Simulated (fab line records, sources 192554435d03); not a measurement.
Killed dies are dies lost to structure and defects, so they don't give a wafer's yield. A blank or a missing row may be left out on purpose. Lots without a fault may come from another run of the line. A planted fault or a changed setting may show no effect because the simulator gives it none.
Chamber matching | flow n5_finfet | N5_BEOL_M7_ALD_77 on ald_metal-03: 4 sister chambers
The step deposits TaN, target thk 2 nm, pulse time 2 s, purge time 3 s. 22 wafers are shown with their chamber, then 11 later ones without.

WAFERS WITH THEIR CHAMBER
wafer  | chamber | heater_power_w (W)
L077.1 | 2       | 396
L077.2 | 3       | 405
L077.5 | 0       | 429
L076.1 | 0       | 415
L076.2 | 3       | 396
L076.4 | 1       | 352
L082.1 | 2       | 395
L082.3 | 1       | 352
L082.4 | 3       | 405
L085.2 | 3       | 397
L085.3 | 2       | 406
L085.6 | 1       | 341
L087.2 | 3       | 398
L087.3 | 1       | 353
L087.5 | 1       | 347
L088.2 | 2       | 398
L088.4 | 0       | 420
L088.5 | 2       | 381
L089.2 | 3       | 394
L089.4 | 1       | 351
L089.5 | 1       | 358
L092.1 | 0       | 435

SIGNATURES (means of the wafers above)
reading        | chamber 0 | chamber 1 | chamber 2 | chamber 3 | scatter within a chamber
heater_power_w | 424.75    | 350.57    | 395.20    | 399.17    | 6.86
Rule: a wafer's distance from a chamber is the root of the sum, over the readings, of the square of ((its reading less the chamber's mean) divided by the reading's scatter). The wafer belongs to the nearest chamber; if the next one is less than 2 further off, it can't be placed. The scatter: the root of (the sum of the squares of (reading less its chamber's mean) over the shown wafers, divided by (wafers less chambers)).

WAFERS WITHOUT THEIR CHAMBER
wafer  | heater_power_w (W)
L092.2 | 348
L092.5 | 425
L093.1 | 357
L093.3 | 420
L093.5 | 423
L097.4 | 400
L097.5 | 393
L097.6 | 356
L094.1 | 400
L094.4 | 430
L094.5 | 424

WHICH CHAMBER EACH WENT THROUGH
wafer  | from the rows above     | in truth
L092.2 | 1                       | 1
L092.5 | 0                       | 0
L093.1 | 1                       | 1
L093.3 | 0                       | 0
L093.5 | 0                       | 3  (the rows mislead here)
L097.4 | can't be placed: 3 or 2 | 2
L097.5 | can't be placed: 2 or 3 | 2
L097.6 | 1                       | 1
L094.1 | can't be placed: 3 or 2 | 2
L094.4 | 0                       | 0
L094.5 | 0                       | 0
Placed correctly: 7 of 11. Can't be placed from these rows: 3 (the true chamber is among the candidates in 3). Placed wrongly: 1.
